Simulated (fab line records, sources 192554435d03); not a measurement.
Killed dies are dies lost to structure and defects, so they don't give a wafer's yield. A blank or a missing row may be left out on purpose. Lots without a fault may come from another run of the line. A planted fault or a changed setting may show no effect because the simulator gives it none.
Tool commonality check | flow n5_finfet | 9 lots, 27 wafers sampled

WHY IT WAS OPENED
At N5_SD_ACTIVATION_RS_MEAS_03 the reading RS_SD_N is flagged on 2 of 9 lots. Wafers without a fault read 21.81 ohm/sq, standard deviation 0.28.
Rule: a lot is flagged when every wafer of it that has a number lies more than 4 standard deviations from that mean, or none has a number. The other lots count as sound.

lot  | measured    | on            | RS_SD_N (ohm/sq), wafer by wafer | flag
L954 | day 4 10:25 | film_metro-01 | 21.78 21.85 21.72                |
L956 | day 4 17:46 | film_metro-01 | 21.93 21.70 21.70                |
L957 | day 4 23:12 | film_metro-02 | 23.70 23.97 23.83                | FLAGGED
L959 | day 5 15:13 | film_metro-01 | 23.19 23.27 23.05                | FLAGGED
L963 | day 6 12:19 | film_metro-01 | 21.95 22.22 22.20                |
L966 | day 7 04:35 | film_metro-01 | 21.39 21.44 21.23                |
L969 | day 7 22:53 | film_metro-01 | 21.57 21.91 21.28                |
L971 | day 8 13:19 | film_metro-02 | 21.84 21.81 22.21                |
L972 | day 8 15:50 | film_metro-01 | 21.59 22.35 22.25                |
The numbers of the flagged lots are 23.50 ohm/sq on average: +1.69 ohm/sq against the usual, or +6 standard deviations.

WHICH TOOL RAN EACH LOT
The record holds 3 process steps before the reading, out of a route of 1938 steps. In each cell: the tool, then ch and the chambers that the sampled wafers went through, then the start.
lot  | flag    | N5_SD_EPI_N_EPI_21             | N5_SD_EPI_P_DESCUM_14             | N5_SD_ACTIVATION_RTA_00
L954 |         | epi_rpcvd-04 ch 0, day 4 01:40 | rie_diel-01 ch 1,2, day 4 03:58   | rtp_anneal-01 ch 0, day 4 10:02
L956 |         | epi_rpcvd-04 ch 0, day 4 10:57 | rie_diel-01 ch 0,1, day 4 13:28   | rtp_anneal-01 ch 0, day 4 17:22
L957 | FLAGGED | epi_rpcvd-04 ch 0, day 4 15:33 | rie_diel-01 ch 0,2, day 4 18:38   | rtp_anneal-01 ch 0, day 4 22:47
L959 | FLAGGED | epi_rpcvd-04 ch 0, day 5 06:31 | rie_diel-05 ch 0,2,3, day 5 10:13 | rtp_anneal-01 ch 0, day 5 14:49
L963 |         | epi_rpcvd-02 ch 0, day 6 04:41 | rie_diel-04 ch 0,1,2, day 6 07:10 | rtp_anneal-01 ch 0, day 6 11:56
L966 |         | epi_rpcvd-02 ch 0, day 6 21:20 | rie_diel-05 ch 0,1,2, day 7 00:26 | rtp_anneal-02 ch 0, day 7 04:10
L969 |         | epi_rpcvd-03 ch 0, day 7 15:57 | rie_diel-05 ch 0,1,3, day 7 18:44 | rtp_anneal-01 ch 0, day 7 22:29
L971 |         | epi_rpcvd-04 ch 0, day 8 06:44 | rie_diel-05 ch 0,1, day 8 09:08   | rtp_anneal-01 ch 0, day 8 12:55
L972 |         | epi_rpcvd-02 ch 0, day 8 08:10 | rie_diel-01 ch 0,1,2, day 8 11:38 | rtp_anneal-02 ch 0, day 8 15:24
What these steps do:
- N5_SD_EPI_N_EPI_21: deposits Si:P, time 690 s.
- N5_SD_EPI_P_DESCUM_14: chemistry O2, time 7.9 s.
- N5_SD_ACTIVATION_RTA_00: time 0 s.
- N5_SD_ACTIVATION_RS_MEAS_03: measures by four-point-probe.

FLAGGED OVER TOTAL, TOOL BY TOOL (the gauges that took the reading come last)
step                        | tool          | lots run | flagged | share of the flagged lots | sound lots run after its first flagged lot
N5_SD_EPI_N_EPI_21          | epi_rpcvd-02  | 3        | 0       | none                      | -
N5_SD_EPI_N_EPI_21          | epi_rpcvd-03  | 1        | 0       | none                      | -
N5_SD_EPI_N_EPI_21          | epi_rpcvd-04  | 5        | 2       | all                       | 1 (L971)
N5_SD_EPI_P_DESCUM_14       | rie_diel-01   | 4        | 1       | some                      | 1 (L972)
N5_SD_EPI_P_DESCUM_14       | rie_diel-04   | 1        | 0       | none                      | -
N5_SD_EPI_P_DESCUM_14       | rie_diel-05   | 4        | 1       | some                      | 3 (L966,L969,L971)
N5_SD_ACTIVATION_RTA_00     | rtp_anneal-01 | 7        | 2       | all                       | 3 (L963,L969,L971)
N5_SD_ACTIVATION_RTA_00     | rtp_anneal-02 | 2        | 0       | none                      | -
N5_SD_ACTIVATION_RS_MEAS_03 | film_metro-01 | 7        | 1       | some                      | 4 (L963,L966,L969,L972)
N5_SD_ACTIVATION_RS_MEAS_03 | film_metro-02 | 2        | 1       | some                      | 1 (L971)

WHAT THE TABLE ALLOWS
2 rows of the table ran every flagged lot: epi_rpcvd-04 at N5_SD_EPI_N_EPI_21, rtp_anneal-01 at N5_SD_ACTIVATION_RTA_00.
- epi_rpcvd-04 at N5_SD_EPI_N_EPI_21: 2 of its 5 lots flagged. Sound lots ran on it after the first flagged one (L971), which a lasting fault on the whole tool wouldn't allow.
- rtp_anneal-01 at N5_SD_ACTIVATION_RTA_00: 2 of its 7 lots flagged. Sound lots ran on it after the first flagged one (L963, L969, L971), which a lasting fault on the whole tool wouldn't allow.
No row of the table ran every flagged lot and no sound lot after the first.

WHAT THE SIMULATOR HAD PUT IN
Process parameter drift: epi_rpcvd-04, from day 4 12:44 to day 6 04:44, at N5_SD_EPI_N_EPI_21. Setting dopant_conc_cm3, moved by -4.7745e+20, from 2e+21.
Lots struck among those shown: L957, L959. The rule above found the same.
